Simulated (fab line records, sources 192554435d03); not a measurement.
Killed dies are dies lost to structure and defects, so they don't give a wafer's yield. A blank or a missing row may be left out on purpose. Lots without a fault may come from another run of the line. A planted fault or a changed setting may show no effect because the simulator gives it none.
fab line records | flow n5_finfet
record lots=4 wafers=12 last_day=17
route steps=1938 shown FIN_CUT@157 STI_FIN_REVEAL@183 BEOL_M4@1111 PASSIVATION@1936
lots that met no fault: from a run of the same line without faults
start_h: hours from the record's first day to the start of the lot's first wafer shown | wait_h: hours since the lot's step before | " the same as in the row above | L1.1+2: a row that stands for several wafers | - no value, or no start given | * or withheld: withheld | < > ~ a bound
route shown NAME@n: a module of which the file shows steps, and the number in the route of the first | usual: mean/standard deviation of fault-free wafers | same: alike in all rows | chamber/n: place in a boat | sites: the reading at each site | _std_site: their standard deviation | _edge_site: outer sites' mean less inner sites' | radius_mm: how far each site lies from the wafer's centre | mask NAME#n: copy n | behind: the tool/chamber that last shaped the wafer | hold: why the lot was held/for how many hours/how that ended | device: the transistor (n, p or np) that didn't switch | end of line: the same wafers' tests at the end of the route | a step without rows: its recipe alone | killed: dies lost to structure and defects at the first sort, not the wafer's yield | map: a wafer's dies, x killed, . not, _ none there
set.NAME: the setting as run; set.NAME@STEP: as run at that earlier step | model.NAME: the simulator's own value behind a step, which no gauge read
lots at some steps of the route; a table a step, a row a wafer
services: from which hour (start_h, from the record's first day; less than 0 if before it) a tool's chamber was out of use, for how many hours, and why
## steps
# step N5_FIN_CUT_COAT_02
# recipe resist=CAR-EUV spin_rpm=1500 resist_thk_nm=30
# step N5_FIN_CUT_EBR_04
# recipe solvent=PGMEA ebr_width_mm=1.5
# step N5_FIN_CUT_SOFTBAKE_03
# recipe temp_c=110 time_s=60 resist=CAR-EUV
# step N5_FIN_CUT_EXPOSE_05
# recipe mask_id=FIN_CUT na=0.33 source_shape=annular sigma_inner=0.35 sigma_outer=0.8 polarization=unpolarized dose_mj=45.75
# step N5_FIN_CUT_PEB_06
# recipe peb_temp_c=100 peb_time_s=60 resist=CAR-EUV
# step N5_FIN_CUT_DEVELOP_07
# recipe develop_time_s=30 developer=TMAH resist=CAR-EUV rinse_liquid=surfactant_rinse dry=air_spin dev_temp_c=23
# step N5_FIN_CUT_DESCUM_13
# recipe chemistry=O2 time_s=7 source_power_w=50 bias_power_w=20 pressure_mtorr=20 rf_frequency_hz=2.712e+07 temp_c=40 resist=CAR-EUV o2_flow_sccm=225
# step N5_FIN_CUT_ETCH_30
# recipe chemistry=N2/H2 target=underlayer target_depth_a=130 mask_material=CAR-EUV time_s=10.4 ion_energy_ev=200 pressure_mtorr=30 source_w=840 bias_w=150 n2_flow_sccm=200 h2_flow_sccm=200 ends=cleared
# step N5_FIN_CUT_ETCH_20
# recipe chemistry=CF4 target=SiARC target_depth_a=260 mask_material=CAR-EUV time_s=43.3 ion_energy_ev=80 pressure_mtorr=40 source_w=545 bias_w=36 Ar_flow_sccm=100 cf4_flow_sccm=100 ends=cleared
# step N5_FIN_CUT_ETCH_21
# recipe chemistry=N2/H2 target=SOC target_depth_a=2190 overetch_a=438 mask_material=SiARC temp_c=40 ion_energy_ev=100 bias_w=61 time_s=523.5 pressure_mtorr=30 source_w=850 n2_flow_sccm=200 h2_flow_sccm=200
# usual drypump_motor_current_A=5.4/0.48 oes_product_au=0.69/0.071 rf_fwd_power_W=848.7/2.6 rf_vpp_V=240.6/1.5 run_length_s=546.8/0.45 showerhead_plenum_p_Torr=2.54/0.1 throttle_valve_pct=17.89/0.27
# columns lot.wafer tool chamber start_h wait_h drypump_motor_current_A oes_product_au rf_fwd_power_W rf_hours_counter_h rf_vpp_V run_length_s showerhead_plenum_p_Torr throttle_valve_pct model.etch.depth_nm model.SiARC_of_FIN_CUT_COAT_19.thk_nm
L100.3 rie_diel-04 1 93.91 0.0 5.4 0.71 849.3 131 241.9 546.4 2.56 17.92 228.5 12
L100.4 " 2 " " 5.2 0.84 847.3 10 241.2 546.8 2.61 17.56 228.7 11.4
L100.5 " 1 " " 5.4 0.70 851.0 - 242.1 546.3 2.57 17.93 229.2 12
L107.1 rie_diel-04 3 135.63 0.0 5.9 0.72 - 195 243.1 499.4 2.61 18.17 228.4 13
L107.5 " 2 " " 5.3 0.81 850.1 - 240.9 546.3 2.60 17.59 230.4 11.6
L107.6 " 3 " " 5.9 0.72 - - 242.1 499.1 2.61 18.17 229.1 13
L111.2 rie_diel-04 3 158.91 0.0 5.9 0.67 848.6 201 242.2 546.7 2.61 18.18 230.2 12
L111.5 " 3 " " 5.9 0.67 853.8 - 241.1 546.5 2.61 18.19 230.1 12.2
L111.6 " 0 " " 5.6 0.96 - - 241.7 500.5 2.59 17.37 231 12.4
L112.1 rie_diel-02 3 165.68 0.0 6.0 0.65 846.7 244 242.0 546.7 2.62 18.34 229.6 12
L112.3 " 0 " " 5.8 0.88 846.3 6 243.5 546.6 2.71 17.54 230.3 11.6
L112.6 " 2 " " 5.5 0.66 845.6 - 241.6 546.2 2.64 18.07 230.1 11.8
# step N5_FIN_CUT_STRIP_23
# recipe chemistry=N2/H2 temp_c=40 n2_flow_sccm=200 h2_flow_sccm=200 rf_frequency_hz=6e+07
# step N5_FIN_CUT_STRIP_31
# recipe chemistry=N2/H2 temp_c=40 n2_flow_sccm=200 h2_flow_sccm=200 rf_frequency_hz=6e+07
# step N5_FIN_CUT_STRIP_24
# recipe chemistry=CF4 resist=SiARC power_w=300 bias_power_w=75 pressure_mtorr=50 cf4_flow_sccm=150 rf_frequency_hz=6e+07
# step N5_FIN_CUT_CUT_ETCH_26
# recipe chemistry=CH3F/O2 target=SiNx target_depth_a=390 mask_material=SOC time_s=55.7 pressure_mtorr=30 source_w=395 bias_w=73 Ar_flow_sccm=150 CH3F_flow_sccm=30 O2_flow_sccm=20 ion_energy_ev=120
# step N5_FIN_CUT_CUT_ETCH_27
# recipe chemistry=CHF3/O2 target=SiO2 target_depth_a=40 mask_material=SOC overetch_a=20 time_s=4.9 pressure_mtorr=30 source_w=650 bias_w=170 Ar_flow_sccm=200 CHF3_flow_sccm=50 O2_flow_sccm=5 ion_energy_ev=200
# step N5_FIN_CUT_PRECLEAN_35
# recipe time_s=13.3 temp_c=45 pressure_torr=125 p_hf_torr=3 p_coreactant_torr=25 chemistry=vHF
# step N5_FIN_CUT_CUT_ETCH_15
# recipe chemistry=HBr/Cl2/O2 target=Si target_depth_a=1000 bt_time_s=10 mask_material=SOC time_s=42.4 ion_energy_ev=* bias_w=* pressure_mtorr=10 icp_w=800 HBr_flow_sccm=150 Cl2_flow_sccm=80 O2_flow_sccm=12
# step N5_FIN_CUT_CUT_ETCH_28
# recipe chemistry=HBr/Cl2/O2 target=Si target_depth_a=60 mask_material=SOC time_s=2.4 ion_energy_ev=* bias_w=* pressure_mtorr=10 icp_w=800 HBr_flow_sccm=150 Cl2_flow_sccm=80 O2_flow_sccm=12
# step N5_FIN_CUT_STRIP_22
# recipe chemistry=N2/H2 power_w=500 temp_c=40 pressure_mtorr=50 rf_frequency_hz=6e+07 overash_fraction=0.3 bias_power_w=8 h2_frac=0.5 n2_flow_sccm=300 h2_flow_sccm=300
# step N5_FIN_CUT_PRECLEAN_36
# recipe chemistry=O3/DIW time_s=60 temp_c=22 o3_ppm=10
# step N5_FIN_CUT_SRD_32
# recipe dry=ipa_marangoni time_s=30 temp_c=23 rinse_liquid=diw
# step N5_FIN_CUT_UV_OZONE_34
# recipe time_s=120 pressure_torr=760 temp_c=25
# step N5_STI_FIN_REVEAL_ALD_00
# recipe material=SiO2 target_thk_a=10 temp_c=300 ald_precursor_family=BDEAS ald_co_reactant=O2-plasma pulse_time_s=1 pressure_torr=2
# step N5_STI_FIN_REVEAL_ALD_14
# recipe material=Si3N4 target_thk_a=30 temp_c=400 ald_precursor_family=SiH2I2 ald_co_reactant=N2/H2-plasma pressure_torr=2
# step N5_STI_FIN_REVEAL_FCVD_FILL_01
# recipe material=SiO2_flowable target_thk_a=3120 temp_c=100 pressure_torr=0.8 rf_w=2000 time_s=512.2
# step N5_STI_FIN_REVEAL_DENSIFY_02
# recipe temp_c=650 ambient=steam time_s=1800 idle_temp_c=400 densification_p_h2o_torr=640
# step N5_STI_FIN_REVEAL_CMP_04
# recipe stop_on=Si3N4 t_overpolish_s=4 down_force_psi=2 platen_rpm=54.18 post_cmp_clean=alkaline_brush pad_velocity_m_s=1.078 target_thk_nm=131.83
# step N5_STI_FIN_REVEAL_DENSIFY_30
# recipe temp_c=* time_s=* ambient=N2 idle_temp_c=600 ramp_up_c_per_s=150 ramp_down_c_per_s=60 cool_to_c=600
# step N5_STI_FIN_REVEAL_ETCHBACK_08
# recipe chemistry=C4F6/O2 target=SiO2 target_depth_a=305 time_s=10.167 ion_energy_ev=250 pressure_mtorr=30 source_w=345 bias_w=185 Ar_flow_sccm=300 C4F6_flow_sccm=10 O2_flow_sccm=10
# step N5_STI_FIN_REVEAL_STRIP_24
# recipe chemistry=N2/H2 time_s=90 power_w=100 temp_c=40 pressure_mtorr=100 rf_frequency_hz=6e+07 bias_power_w=3 n2_flow_sccm=300 h2_flow_sccm=300
# step N5_STI_FIN_REVEAL_PRECLEAN_25
# recipe chemistry=SPM time_s=90 temp_c=120 mix=4:1
# step N5_STI_FIN_REVEAL_PRECLEAN_26
# recipe chemistry=SC1 time_s=45 temp_c=46 mix=1:2:100
# step N5_STI_FIN_REVEAL_PRECLEAN_29
# recipe chemistry=DHF time_s=30 temp_c=25 dilution=300:1
# step N5_STI_FIN_REVEAL_SRD_12
# recipe time_s=30 temp_c=23 rinse_liquid=diw dry=ipa_marangoni
# step N5_STI_FIN_REVEAL_RECESS_09
# recipe chemistry=HF/NH3 target=SiO2 afs_cycles=11 target_depth_a=425 temp_c=30 sublimation_temp_c=180 sublimation_time_s=60
# step N5_STI_FIN_REVEAL_STRIP_16
# recipe chemistry=H3PO4 material=SiNx temp_c=165 target_depth_a=238 overetch_fraction=0.4964 dry=ipa_marangoni
# step N5_STI_FIN_REVEAL_PRECLEAN_17
# recipe chemistry=NF3:NH3 afs_cycles=1 temp_c=30 time_s=20 sublimation_temp_c=180 sublimation_time_s=60 pressure_torr=3 rf_power_w=30
# step N5_BEOL_M4_RC_MEAS_101
# usual DIBL_N=36.9/1.6 DIBL_P=37.1/2 IOFF_N=0.17/0.032 IOFF_P=0.22/0.036 ION_N=674/12 ION_P=463/7.8 SS_N=71.7/0.63 SS_P=73.5/0.62 VT_N=249/3.3 VT_P=-250/3.5
# columns lot.wafer tool chamber start_h wait_h DIBL_N[mV/V] DIBL_P[mV/V] IOFF_N[nA/um] IOFF_P[nA/um] ION_N[uA/um] ION_P[uA/um] SS_N[mV/dec] SS_P[mV/dec] VT_N[mV] VT_P[mV]
L100.3 prober-02 0 240.48 0.3 41.2 39.6 0.22 0.23 674 461 72.6 74.1 248 -253
L100.4 " 0 " " 38.2 36.8 0.14 0.18 659 447 72.0 74.3 253 -256
L100.5 " 0 " " 39.8 39.5 0.19 0.23 673 456 72.3 74.1 247 -250
L107.1 prober-01 0 280.04 0.0 37.0 36.8 0.18 0.27 683 479 71.4 73.8 246 -244
L107.5 " 0 " " 36.4 36.7 0.18 0.27 687 477 71.7 73.9 246 -245
L107.6 " 0 " " 38.6 37.2 0.21 0.28 686 472 72.9 74.7 245 -245
L111.2 prober-01 0 302.28 0.2 35.2 34.0 0.14 0.24 670 467 71.5 73.5 250 -246
L111.5 " 0 " " 37.1 35.2 0.17 0.25 688 475 71.8 73.7 250 -246
L111.6 " 0 " " 37.9 35.5 0.19 0.26 680 469 72.2 73.1 246 -245
L112.1 prober-01 0 309.93 0.0 36.5 37.0 0.16 0.23 683 469 71.9 73.0 248 -246
L112.3 " 0 " " 36.5 38.3 0.15 0.25 669 463 71.4 73.4 252 -245
L112.6 " 0 " " 36.6 37.2 0.16 0.24 675 467 71.7 73.4 249 -248
# step N5_PASSIVATION_PROBE_49
# usual defect_limited_yield=90.9/1.6 killed_at_M0_to_M3=34/11 killed_at_M4_up=14/5.7 killed_at_contacts=13/6.5 killed_at_front_end=43/11 killed_at_other=4/3.1 killed_dies=107/19 killed_on_rim=14/3.9 killed_open=71/14 killed_short=35/7.9 sort_bin_5_function=5.3/1.1 sort_bin_6_memory=3.4/0.74 sort_n_pass=1073/19 sort_yield_pct=90.9/1.6
# same gross_dies=1180 killed_at_back_side=0 sort_bin_4_leakage[%]=0 sort_bin_8_speed[%]=0
# columns lot.wafer tool chamber start_h wait_h defect_limited_yield[%] killed_at_M0_to_M3 killed_at_M4_up killed_at_contacts killed_at_front_end killed_at_other killed_dies killed_on_rim killed_open killed_short sort_bin_5_function[%] sort_bin_6_memory[%] sort_n_pass sort_yield_pct[%]
L107.1 prober-02 - 370.52 0.0 64.8 23 12 9 370 1 415 56 37 23 32.7 1.9 765 64.8
L107.5 prober-02 - 370.72 0.2 92.7 32 19 5 30 0 86 18 56 28 5.0 2.2 1094 92.7
L107.6 prober-02 - 370.77 0.3 66.1 35 9 14 341 1 400 46 66 23 30.1 3.6 780 66.1
L111.6 prober-02 - 407.62 0.3 92.5 16 8 18 39 8 89 15 65 24 4.1 3.3 1091 92.5
# killed by level:class
L107.1 FIN_CUT:area_etch=354 BEOL_M0_SAQP:geometric_particle:short=7 MOL_CONTACT_COAG:geometric_particle:open=7 STI_FIN_REVEAL:geometric_particle:open=6 BEOL_M0_SAQP:geometric_particle:open=6 BEOL_M2:geometric_particle:open=3 BEOL_M4:geometric_particle:short=3 BEOL_M4:geometric_particle:open=3
L107.5 BEOL_M0_SAQP:geometric_particle:open=11 BEOL_M0_SAQP:geometric_particle:short=9 STI_FIN_REVEAL:geometric_particle:open=8 BEOL_M4:geometric_particle:open=7 STARTING-WAFER:geometric_particle:open=6 BEOL_M11:geometric_particle:open=4 DUMMY_GATE:geometric_particle:open=3 MOL_CONTACT_COAG:geometric_particle:open=3
L107.6 FIN_CUT:area_etch=311 MOL_CONTACT_COAG:geometric_particle:open=14 STI_FIN_REVEAL:geometric_particle:open=13 BEOL_M0_SAQP:geometric_particle:short=10 BEOL_M0_SAQP:geometric_particle:open=8 BEOL_M3:geometric_particle:open=7 BEOL_M2:geometric_particle:open=5 DUMMY_GATE:geometric_particle:open=4
L111.6 MOL_CONTACT_COAG:geometric_particle:open=17 FIN_SAQP:geometric_particle:open=8 STI_FIN_REVEAL:geometric_particle:open=7 DUMMY_GATE:geometric_particle:open=7 FIN_SAQP:geometric_particle:short=5 BEOL_M3:geometric_particle:open=4 BEOL_M0_SAQP:geometric_particle:short=3 PASS1_CAP:geometric_particle:short=3
# map L107.1 (x killed, . not)
_________________xxx.....x..x________________
______________xx.xx...x..x......_____________
___________xxx..x............x.....__________
__________xxx...x..x.x....x.x.....x._________
________xxxxx...........x..x.........._______
_______xxxxxxx..........x.x....x.......______
______xxxxxx...........................x_____
_____xx.xx...........................x..x____
____....x.x...x......................x....___
___xx.x.xx...x.............................__
___xxxx.x...............x..........x.......__
__.xxxxx..x.......................x..x......_
__xxxxxxxxx.........x.....x................._
_xxxxxxx.x.xxx......................x........
_xxxxx.x.x..x....x.x....x..x...xxx...x...x...
_.xxxxxxxx...xxx............x.x.x.x.x.x......
_xxx.xxxxxxx.............x.xxxxxxx.xx..x.....
_xxx..xx.x....x.......x.x.xxxxxxxx.xxxx.x....
_.xx..xxxx..x..x.....x.x.xxxxx..x..xx.x......
_xx.xxx.xxx..x.......xx.xxxxx.xxxx.xxx..x....
_x..xxxxxxxxx..x......xxxxxxx...xx.x.xx.x.x..
__xx.xxxxxxxxx....x...xxxxxxxxxx..x..xx....._
__x.xxxxxxxxxx......xx.xxxx.x...x..xx.x....._
___xxxxxxxxxxx.x.xxxxxxxxxxx..x.........x..__
___xxxxxxxxxxxx.xxxxxxxxxxx.......x........__
____.xxxxxx.x..x..x.xx.xxx........x.......___
_____.x.xxx...xx..xx...x.x............x..____
______..xx.xxx..xxxxxx......x......x...._____
_______x..x.xxx.x.x...............x....______
________..xxxxxx.......x...........x.x_______
__________xxxxxx.....x............x._________
___________xxx.x...................__________
______________..x.......x....x.._____________
_________________............________________
# map L111.5 (x killed, . not)
_________________..x.........________________
______________x.....x..x......x._____________
___________.........x.......xx....x__________
__________.........................._________
________.....x..........x..........x.x_______
_______.xx.......x.....................______
______.x................................_____
_____x............x..x...x....x...x...x..____
____......x..........................x....___
___............................x.....x.....__
___....x.....x.....x.x....x...xx...........__
__.....xx..xx.........x.x.........x.x.x....._
__...x..x...x..........x......x............._
_...............x.......x........x...........
_...........x....................x...........
_.................................x..........
_..x.............x..............x..x........x
_............................x......x..x.....
_.......x..........................x......x..
_.....x.x.............x.........x............
_..................x..x.....................x
__............x..................x.........._
__..........x.....................x........._
___..............x.........x...x...........__
___..........x...x.........x...............__
____..x......................x....x.......___
_____.x..........................x.......____
______..............x...x......x.......x_____
_______..x......................x.x....______
________.............................._______
__________......x...x...x..........._________
___________........................__________
______________.................._____________
_________________.x.....x....________________
## services
# columns tool chamber start_h hours kind
rie_diel-02 - 73.53 0.7 repair
rie_diel-04 0 102.72 19.0 repair
rie_diel-02 0 132.05 - clean
rie_diel-02 0 132.05 - consumable_replace:focus_ring
rie_diel-02 0 132.05 - consumable_replace:showerhead
rie_diel-02 0 132.05 15.5 scheduled_down
rie_diel-02 0 132.05 15.5 vent_cycle
## key
first_sign step=N5_FIN_CUT_ETCH_21 reading=run_length_s direction=down sigmas=99+ usual=* struck=*
effect step=N5_PASSIVATION_PROBE_49 reading=killed_at_front_end direction=up sigmas=19 usual=43 struck=250 wafers_moved=2
model_effect step=N5_FIN_CUT_ETCH_21 value=etch.depth_nm without=230.7 struck=229.5
more_kills_born_at N5_FIN_CUT_ETCH_21@rie_diel-04=665
met_at N5_FIN_CUT_ETCH_21
struck_wafers L107.1,L107.6,L111.6
onset_between 93.91 135.63
fault kind=process_parameter_drift tool=rie_diel-04 chamber=- onset_h=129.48 steps=N5_FIN_CUT_ETCH_21 channel=time_s offset=* shape=step end_h=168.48 scope=struck_wafers_only acts_in=* stated=*
